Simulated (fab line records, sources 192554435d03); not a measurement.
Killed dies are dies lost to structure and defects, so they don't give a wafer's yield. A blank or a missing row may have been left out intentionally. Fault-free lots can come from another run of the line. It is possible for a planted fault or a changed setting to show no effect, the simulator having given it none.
Matching of chambers :: flow n5Finfet :: N5_BEOL_M2_ALD_84 on aldMetal-02 has 4 sister chambers
The step deposits TaN, pulse time 2 s, purge time 3 s, co reactant purge time 2 s. 8 wafers are shown with their chamber, then 11 later ones without.

EACH WAFER AND ITS CHAMBER
wafer: L078.6
chamber: 1
heaterPowerW (W): 367
mfcCarrierSccm (sccm): 1501

wafer: L076.5
chamber: 1
heaterPowerW (W): 358
mfcCarrierSccm (sccm): 1505

wafer: L080.3
chamber: 2
heaterPowerW (W): 411
mfcCarrierSccm (sccm): 1499

wafer: L084.2
chamber: 0
heaterPowerW (W): 410
mfcCarrierSccm (sccm): 1498

wafer: L088.1
chamber: 3
heaterPowerW (W): 393
mfcCarrierSccm (sccm): 1505

wafer: L088.2
chamber: 2
heaterPowerW (W): 410
mfcCarrierSccm (sccm): 1498

wafer: L088.4
chamber: 0
heaterPowerW (W): 416
mfcCarrierSccm (sccm): 1501

wafer: L087.4
chamber: 3
heaterPowerW (W): 402
mfcCarrierSccm (sccm): 1501

WAFERS WHOSE CHAMBER IS MISSING
wafer: L087.5
heaterPowerW (W): 369
mfcCarrierSccm (sccm): 1492

wafer: L087.6
heaterPowerW (W): 422
mfcCarrierSccm (sccm): 1498

wafer: L090.1
heaterPowerW (W): 397
mfcCarrierSccm (sccm): 1505

wafer: L090.2
heaterPowerW (W): 422
mfcCarrierSccm (sccm): 1499

wafer: L090.4
heaterPowerW (W): 378
mfcCarrierSccm (sccm): 1496

wafer: L091.1
heaterPowerW (W): 385
mfcCarrierSccm (sccm): 1499

wafer: L091.3
heaterPowerW (W): 368
mfcCarrierSccm (sccm): 1492

wafer: L091.6
heaterPowerW (W): 369
mfcCarrierSccm (sccm): 1495

wafer: L097.1
heaterPowerW (W): 409
mfcCarrierSccm (sccm): 1506

wafer: L097.3
heaterPowerW (W): 415
mfcCarrierSccm (sccm): 1505

wafer: L097.5
heaterPowerW (W): 407
mfcCarrierSccm (sccm): 1501

WHICH CHAMBER EACH ONE RAN IN
wafer: L087.5
from the rows above: 1
in truth: 1

wafer: L087.6
from the rows above: can't be placed: 0 or 2
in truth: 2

wafer: L090.1
from the rows above: 3
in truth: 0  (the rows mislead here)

wafer: L090.2
from the rows above: can't be placed: 0 or 2
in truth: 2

wafer: L090.4
from the rows above: can't be placed: 1 or 3
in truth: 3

wafer: L091.1
from the rows above: can't be placed: 3 or 1
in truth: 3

wafer: L091.3
from the rows above: 1
in truth: 1

wafer: L091.6
from the rows above: 1
in truth: 1

wafer: L097.1
from the rows above: can't be placed: 3 or 0 or 2
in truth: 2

wafer: L097.3
from the rows above: can't be placed: 0 or 2 or 3
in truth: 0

wafer: L097.5
from the rows above: can't be placed: 2 or 0 or 3
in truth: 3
Placed correctly: 3 of 11. From these rows, 7 cannot be placed; in 7 the true chamber is one of the candidates. Placed wrongly: 1.
How it was worked out, from the rows above alone: a wafer's distance from a chamber is the root of the sum, over the readings, of the square of ((its reading less the chamber's mean) divided by the reading's scatter). If the next closest chamber is less than 2 further off than the closest, the wafer can't be placed; otherwise it belongs to the closest. The mean given for a chamber averages the wafers shown for that chamber. The scatter is the square root of a quotient: the sum, over the shown wafers, of each reading's squared deviation from its chamber's mean, divided by wafers minus chambers.
